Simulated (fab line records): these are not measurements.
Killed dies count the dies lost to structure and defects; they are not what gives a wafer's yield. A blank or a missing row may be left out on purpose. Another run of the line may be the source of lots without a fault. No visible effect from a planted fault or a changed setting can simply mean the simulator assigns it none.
fab line records ; flow n5_finfet
[record] lots = 14; wafers = 36; last_day = 17
route steps=1938 shown BEOL_M2@925 BEOL_M3@943
lots untouched by any fault: they come from a run of this same line in which no faults occurred
start_h: start of the lot's first displayed wafer, in hours after the record's first day ; wait_h: time in hours since the lot's previous step ; " identical to the entry in the row above ; L1.1+2: one row covering several wafers at once ; - either no value or no given start ; * or withheld: withheld ; < > ~ a bound
route shown NAME@n: names a module that has steps shown in the file, with the first one's number in the route ; usual: the fault-free wafers' mean and standard deviation ; same: alike in all rows ; chamber/n: place in a boat ; sites: per-site readings ; _std_site: the standard deviation of these ; _edge_site: outer sites' mean less inner sites' ; radius_mm: for every site, how far away it sits from the centre of the wafer ; mask NAME#n: copy n ; behind: the last tool/chamber to shape the wafer ; hold: cause of the lot's hold/its duration in hours/its outcome ; device: whichever transistor did not switch (one of n, p or np) ; end of line: tests of these same wafers at the route's end ; for a step that has no rows: nothing shown but its recipe ; killed: the dies lost at the first sort to structure and to defects; this is not the yield of the wafer ; map: a wafer's dies, x killed, . not, _ none there
set.NAME: the setting that was run; set.NAME@STEP: the one run at that earlier step ; model.NAME: the simulator's own value behind a step, which no gauge read
route steps across a sampled set of lots; one table per step, one row per wafer
services: a tool's chamber out of use, with start hour (start_h, from the record's first day; less than 0 if before it), hours out, and reason
[[steps]]
[step N5_BEOL_M2_PRE_CLEAN_60]
[recipe] gas = NH3/H2; time_s = 15; temp_c = *; rf_power_w = 300
[usual] heater_power_w = 90/5.9; rf_fwd_power_W = 296.8/1.2
lot.wafer;tool;chamber;start_h;wait_h;heater_power_w;rf_fwd_power_W
L510.1;cvd_co-01;1;148.50;0.0;91;296.8
L510.4;cvd_co-01;0;148.50;0.0;98;297.6
L513.4;cvd_co-01;0;161.77;0.1;96;296.3
L513.5;cvd_co-01;2;161.77;0.1;92;294.8
L513.6;cvd_co-01;1;161.77;0.1;91;298.5
L515.2;cvd_co-02;2;171.36;0.0;80;298.3
L515.3;cvd_co-02;0;171.36;0.0;93;294.4
L515.6;cvd_co-02;1;171.36;0.0;83;297.3
L514.1;cvd_co-01;0;173.20;0.0;99;295.0
L514.2;cvd_co-01;2;173.20;0.0;92;296.2
L514.6;cvd_co-01;2;173.20;0.0;89;296.1
L518.1;cvd_co-01;0;192.42;0.0;98;296.7
L518.3;cvd_co-01;2;192.42;0.0;94;297.6
L518.4;cvd_co-01;0;192.42;0.0;98;298.0
L519.1;cvd_co-02;2;196.22;0.0;83;298.3
L519.2;cvd_co-02;1;196.22;0.0;81;297.4
L520.3;cvd_co-01;0;207.61;0.0;98;296.9
L520.6;cvd_co-01;0;207.61;0.0;100;297.2
L521.1;cvd_co-01;2;230.38;0.0;92;297.7
L521.4;cvd_co-01;2;230.38;0.0;92;296.9
L524.5;cvd_co-01;1;243.36;0.1;93;296.8
L524.6;cvd_co-01;0;243.36;0.1;98;295.7
L528.1;cvd_co-02;0;251.85;0.0;96;296.4
L528.4;cvd_co-02;2;251.85;0.0;84;298.3
L528.6;cvd_co-02;0;251.85;0.0;96;296.4
L530.2;cvd_co-01;1;259.89;0.0;94;297.2
L530.3;cvd_co-01;0;259.89;0.0;96;294.5
L530.5;cvd_co-01;0;259.89;0.0;98;294.9
L531.4;cvd_co-01;0;269.30;0.1;100;296.0
L531.5;cvd_co-01;1;269.30;0.1;93;297.1
L531.6;cvd_co-01;2;269.30;0.1;92;296.8
L532.4;cvd_co-02;2;273.89;0.1;83;298.5
L532.5;cvd_co-02;1;273.89;0.1;82;298.8
L532.6;cvd_co-02;0;273.89;0.1;95;295.3
L533.2;cvd_co-01;2;295.52;0.0;91;296.9
L533.5;cvd_co-01;0;295.52;0.0;95;296.8
[step N5_BEOL_M2_INSPECT_59]
[recipe] inspect_instrument = darkfield; mode = post_dep
[usual] raw_defect_count = 74/22
lot.wafer;tool;chamber;start_h;wait_h;raw_defect_count
L510.1;defect_inspect-01;-;148.78;0.0;61
L510.4;defect_inspect-01;-;148.78;0.0;73
L513.4;defect_inspect-01;-;162.00;0.0;112
L513.5;defect_inspect-01;-;162.00;0.0;61
L513.6;defect_inspect-01;-;162.00;0.0;54
L515.2;defect_inspect-01;-;171.61;0.0;110
L515.3;defect_inspect-01;-;171.61;0.0;111
L515.6;defect_inspect-01;-;171.61;0.0;175
L514.1;defect_inspect-02;-;173.47;0.0;60
L514.2;defect_inspect-02;-;173.47;0.0;90
L514.6;defect_inspect-02;-;173.47;0.0;62
L518.1;defect_inspect-02;-;192.66;0.0;71
L518.3;defect_inspect-02;-;192.66;0.0;62
L518.4;defect_inspect-02;-;192.66;0.0;82
L519.1;defect_inspect-01;-;196.46;0.0;80
L519.2;defect_inspect-01;-;196.46;0.0;60
L520.3;defect_inspect-01;-;207.86;0.0;69
L520.6;defect_inspect-01;-;207.86;0.0;98
L521.1;defect_inspect-02;-;230.63;0.0;80
L521.4;defect_inspect-02;-;230.63;0.0;103
L524.5;defect_inspect-01;-;243.59;0.0;75
L524.6;defect_inspect-01;-;243.59;0.0;57
L528.1;defect_inspect-02;-;252.10;0.0;72
L528.4;defect_inspect-02;-;252.10;0.0;35
L528.6;defect_inspect-02;-;252.10;0.0;62
L530.2;defect_inspect-01;-;260.17;0.0;76
L530.3;defect_inspect-01;-;260.17;0.0;64
L530.5;defect_inspect-01;-;260.17;0.0;58
L531.4;defect_inspect-02;-;269.58;0.0;74
L531.5;defect_inspect-02;-;269.58;0.0;64
L531.6;defect_inspect-02;-;269.58;0.0;49
L532.4;defect_inspect-01;-;274.14;0.0;67
L532.5;defect_inspect-01;-;274.14;0.0;80
L532.6;defect_inspect-01;-;274.14;0.0;74
L533.2;defect_inspect-01;-;295.77;0.0;43
L533.5;defect_inspect-01;-;295.77;0.0;55
[step N5_BEOL_M3_DEVELOP_10]
[recipe] develop_time_s = 30; developer = TMAH; resist = CAR-EUV; rinse_liquid = surfactant_rinse; dry = air_spin; dev_temp_c = 23
[usual] chill_plate_temp_C = 23.02/0.12; develop_time_s = 30/0; exhaust_pa = 45.1/0.93
lot.wafer;tool;chamber;start_h;wait_h;chill_plate_temp_C;develop_time_s;exhaust_pa
L510.1;litho_track-05;0;149.75;-;23.07;30;45.9
L510.4;litho_track-05;0;149.75;-;23.03;30;44.3
L513.4;litho_track-01;0;163.29;-;23.25;30;44.4
L513.5;litho_track-01;0;163.29;-;23.20;30;43.8
L513.6;litho_track-01;0;163.29;-;23.17;30;43.9
L515.2;litho_track-05;0;173.71;-;23.07;30;44.7
L515.3;litho_track-05;0;173.71;-;23.03;30;45.5
L515.6;litho_track-05;0;173.71;-;22.95;30;44.5
L514.1;litho_track-04;0;174.64;-;22.84;30;45.8
L514.2;litho_track-04;0;174.64;-;22.92;30;46.0
L514.6;litho_track-04;0;174.64;-;22.73;30;45.4
L518.1;litho_track-01;0;193.53;-;23.10;30;44.6
L518.3;litho_track-01;0;193.53;-;23.04;30;45.5
L518.4;litho_track-01;0;193.53;-;23.06;30;44.4
L519.1;litho_track-05;0;197.45;-;22.79;30;43.5
L519.2;litho_track-05;0;197.45;-;22.90;30;45.6
L520.3;litho_track-04;0;209.30;-;22.94;30;44.8
L520.6;litho_track-04;0;209.30;-;22.80;30;46.0
L521.1;litho_track-04;0;231.22;-;23.18;30;44.3
L521.4;litho_track-04;0;231.22;-;23.03;30;45.9
L524.5;litho_track-04;0;245.66;-;23.11;30;45.1
L524.6;litho_track-04;0;245.66;-;23.00;30;45.9
L528.1;litho_track-01;0;252.63;-;23.13;30;43.5
L528.4;litho_track-01;0;252.63;-;23.22;30;45.0
L528.6;litho_track-01;0;252.63;-;22.99;30;44.7
L530.2;litho_track-04;0;261.62;-;22.88;30;45.0
L530.3;litho_track-04;0;261.62;-;22.89;30;45.4
L530.5;litho_track-04;0;261.62;-;22.93;30;46.0
L531.4;litho_track-04;-;272.23;-;-;-;-
L531.5;litho_track-04;-;272.23;-;-;-;-
L531.6;litho_track-04;-;272.23;-;-;-;-
L532.4;litho_track-04;-;275.22;-;-;-;-
L532.5;litho_track-04;-;275.22;-;-;-;-
L532.6;litho_track-04;-;275.22;-;-;-;-
L533.2;litho_track-05;0;296.89;-;22.94;30;47.4
L533.5;litho_track-05;0;296.89;-;23.18;30;45.7
[step N5_BEOL_M3_OVL_MEAS_12]
[recipe] points_per_wafer = 522
[usual] M3_OVL = -0.2/0.78
[same] points_per_wafer = 522
lot.wafer;tool;chamber;start_h;wait_h;M3_OVL[nm]
L510.1;overlay-02;0;149.84;0.0;-0.9
L510.4;overlay-02;0;149.84;0.0;-0.8
L513.4;overlay-01;0;163.39;0.0;-1.1
L513.5;overlay-01;0;163.39;0.0;0.8
L513.6;overlay-01;0;163.39;0.0;-0.3
L515.2;overlay-02;0;173.81;0.0;0.4
L515.3;overlay-02;0;173.81;0.0;-1.4
L515.6;overlay-02;0;173.81;0.0;0.1
L514.1;overlay-02;0;174.73;0.0;-0.6
L514.2;overlay-02;0;174.73;0.0;-0.5
L514.6;overlay-02;0;174.73;0.0;-1.8
L518.1;overlay-02;0;193.62;0.0;-0.5
L518.3;overlay-02;0;193.62;0.0;-1.4
L518.4;overlay-02;0;193.62;0.0;-1.2
L519.1;overlay-02;0;197.53;0.0;-1.4
L519.2;overlay-02;0;197.53;0.0;-0.8
L520.3;overlay-02;0;209.40;0.0;1.1
L520.6;overlay-02;0;209.40;0.0;0.8
L521.1;overlay-02;0;231.31;0.0;0.8
L521.4;overlay-02;0;231.31;0.0;0.3
L524.5;overlay-02;0;245.78;0.0;0.7
L524.6;overlay-02;0;245.78;0.0;0.5
L528.1;overlay-02;0;252.72;0.0;-0.7
L528.4;overlay-02;0;252.72;0.0;-0.1
L528.6;overlay-02;0;252.72;0.0;-1.0
L530.2;overlay-01;0;261.72;0.0;-1.8
L530.3;overlay-01;0;261.72;0.0;-0.9
L530.5;overlay-01;0;261.72;0.0;-1.0
L531.4;overlay-01;0;272.34;0.0;-
L531.5;overlay-01;0;272.34;0.0;-
L531.6;overlay-01;0;272.34;0.0;-
L532.4;overlay-01;0;275.33;0.0;-
L532.5;overlay-01;0;275.33;0.0;-
L532.6;overlay-01;0;275.33;0.0;-
L533.2;overlay-01;0;296.98;0.0;0.5
L533.5;overlay-01;0;296.98;0.0;0.4
[[services]]
tool;chamber;start_h;hours;kind
litho_track-05;-;136.72;-;consumable_replace:filter
cvd_co-02;-;167.00;2.8;pm
cvd_co-01;-;181.82;6.9;pm
cvd_co-02;-;188.95;6.0;pm
litho_track-05;-;200.56;-;consumable_replace:filter
cvd_co-01;-;201.31;1.5;repair
cvd_co-02;2;203.30;12.0;repair
cvd_co-01;-;257.08;2.8;pm
cvd_co-01;-;281.73;4.3;pm
[[key]]
[first_sign] step = N5_BEOL_M3_DEVELOP_10; reading = tool_record; direction = missing
effect none on later readings
met_at N5_BEOL_M3_DEVELOP_10
struck_lots L531,L532
later_rows_left_out L531.4,L531.5,L531.6,L532.4,L532.5,L532.6
sort_left_out L531.4,L531.5,L531.6,L532.4,L532.5,L532.6
not_acting_at N5_BEOL_M2_PRE_CLEAN_60,N5_BEOL_M2_INSPECT_59,N5_BEOL_M3_OVL_MEAS_12
onset_between 261.62 272.23
[fault] kind = skipped_step_whole; tool = litho_track-04; chamber = -; onset_h = 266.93; steps = N5_BEOL_M3_DEVELOP_10; scope = struck_lots_only
// sort_left_out: the simulated sort isn't trusted on such a fault, so these wafers' sort isn't shown, and their yield isn't known
// later_rows_left_out: the simulator's readings of these wafers behind a module that went badly wrong aren't trusted and aren't shown, but for the sort
